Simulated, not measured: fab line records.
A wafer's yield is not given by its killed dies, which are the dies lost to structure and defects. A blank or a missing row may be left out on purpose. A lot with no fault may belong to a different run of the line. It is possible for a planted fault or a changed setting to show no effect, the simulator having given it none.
The tool behind it: which one? -- flow n5 finfet -- 12 lots, 36 wafers sampled, at 3 steps of a route of 1938

## WHAT THE GAUGES READ, wafer by wafer
N5_PASSIVATION_OVL_MEAS_63. Usual: for PAD_OVL the level is 1 nm and the standard deviation is 4.8.
lot,measured,on,PAD_OVL (nm),flag
L102,day 12 18:56,overlay-01,-4 -4 -4,
L103,day 12 23:40,overlay-02,-3 3 2,
L104,day 13 09:03,overlay-02,4 9 3,
L105,day 14 01:55,overlay-02,-3 -5 -5,
L108,day 14 19:40,overlay-02,7 -2 1,
L111,day 14 23:21,overlay-01,4 5 12,
L117,day 17 01:43,overlay-01,-2 -8 -4,
L116,day 16 22:04,overlay-02,5 1 -2,
L120,day 17 03:17,overlay-01,0 7 -3,
L119,day 17 08:14,overlay-02,4 -6 9,
L124,day 18 16:34,overlay-01,4 -5 -1,
L125,day 20 08:58,overlay-02,-1 -8 1,

## WHICH TOOL RAN EACH LOT (tool, then ch and the chambers of the sampled wafers, then the start)
lot,N5_BEOL_M8_ETCH_72,N5_PASSIVATION_SPUTTER_20
L102,"rie diel-02 ch 0,1, day 10 06:46","pvd sputter-03, day 12 18:12"
L103,"rie diel-04 ch 0,2,3, day 10 07:09","pvd sputter-03, day 12 23:04"
L104,"rie diel-04 ch 0,2,3, day 10 13:28","pvd sputter-03, day 13 08:27"
L105,"rie diel-01 ch 0,2, day 11 14:04","pvd sputter-01, day 14 01:19"
L108,"rie diel-04 ch 0,2,3, day 12 05:31","pvd sputter-01, day 14 19:04"
L111,"rie diel-01 ch 1,2,3, day 12 08:08","pvd sputter-02, day 14 22:38"
L117,"rie diel-01 ch 0,2,3, day 14 00:09","pvd sputter-02, day 17 01:07"
L116,"rie diel-02 ch 2,3, day 14 00:27","pvd sputter-02, day 16 21:20"
L120,"rie diel-01 ch 1,2,3, day 14 08:22","pvd sputter-03, day 17 02:33"
L119,"rie diel-01 ch 0,1,2, day 14 09:04","pvd sputter-01, day 17 07:38"
L124,"rie diel-01 ch 0,3, day 16 05:18","pvd sputter-03, day 18 15:58"
L125,"rie diel-04 ch 0,1,3, day 17 10:50","pvd sputter-01, day 20 08:22"
- N5_BEOL_M8_ETCH_72: etches underlayer in N2/H2, target depth 6.5 nm, time 5.2 s.
- N5_PASSIVATION_SPUTTER_20: material TaN, target thk 50 nm.

## AS READ BY THE TOOLS THEMSELVES (means over the sampled wafers that have a number; for cases with no such wafer, the mark the record gives instead)
N5_BEOL_M8_ETCH_72. Usual: drypump motor current A 5.6 A, standard deviation 0.41; etch rf on time s 5.20 s, standard deviation 0.11; oes product au 0.68 a.u., standard deviation 0.07; rf vpp V 524.1 V, standard deviation 3; showerhead plenum p Torr 2.56 Torr, standard deviation 0.1; throttle valve pct 17.79 %, standard deviation 0.16.
lot,tool,drypump motor current A (A),etch rf on time s (s),oes product au (a.u.),rf vpp V (V),showerhead plenum p Torr (Torr),throttle valve pct (%),flag
L102,rie diel-02,5.5,5.13,0.65,522.7,2.46,17.76,
L103,rie diel-04,5.8,5.20,0.70,526.2,2.57,17.75,
L104,rie diel-04,5.7,5.20,0.69,523.7,2.57,17.75,
L105,rie diel-01,5.4,5.35,0.63,522.8,2.56,17.88,
L108,rie diel-04,5.8,5.22,0.68,523.3,2.56,17.77,
L111,rie diel-01,5.5,5.24,0.72,526.6,2.63,17.75,
L117,rie diel-01,5.4,5.24,0.65,525.8,2.62,17.86,
L116,rie diel-02,5.8,5.07,0.78,526.2,2.64,17.62,
L120,rie diel-01,5.5,5.16,0.71,525.1,2.62,17.76,
L119,rie diel-01,5.5,5.27,0.68,524.7,2.55,17.85,
L124,rie diel-01,4.9,5.34,0.61,525.4,2.54,17.90,
L125,rie diel-04,6.0,5.30,0.68,524.6,2.59,17.84,

N5_PASSIVATION_SPUTTER_20. Usual: 30.3 % for throttle valve pct, sd 1.
lot,tool,throttle valve pct (%),flag
L102,pvd sputter-03,30.6,
L103,pvd sputter-03,30.8,
L104,pvd sputter-03,30.9,
L105,pvd sputter-01,31.2,
L108,pvd sputter-01,31.4,
L111,pvd sputter-02,28.8,
L117,pvd sputter-02,29.7,
L116,pvd sputter-02,29.0,
L120,pvd sputter-03,31.3,
L119,pvd sputter-01,30.8,
L124,pvd sputter-03,30.5,
L125,pvd sputter-01,30.6,

## THE ANSWER, worked out from the rows above alone
Rule: take the mean of a lot's wafers that have a number; if it is more than 3 standard deviations from the usual mean, the lot is off. A lot without any number at a reading at which 4 lots or more have one is off too. Any other lot the step has rows for is counted as sound. Order of review: gauges by route order, followed by the tools' own readings, for which a lot's mean as printed above is used. The first step at which some lot is off is used, and at that step the reading that is off furthest; a lot without a number counts as furthest.
Across all readings shown, no lot is off: no conclusion can be drawn from this.

## WHAT HAD BEEN PUT IN BY THE SIMULATOR
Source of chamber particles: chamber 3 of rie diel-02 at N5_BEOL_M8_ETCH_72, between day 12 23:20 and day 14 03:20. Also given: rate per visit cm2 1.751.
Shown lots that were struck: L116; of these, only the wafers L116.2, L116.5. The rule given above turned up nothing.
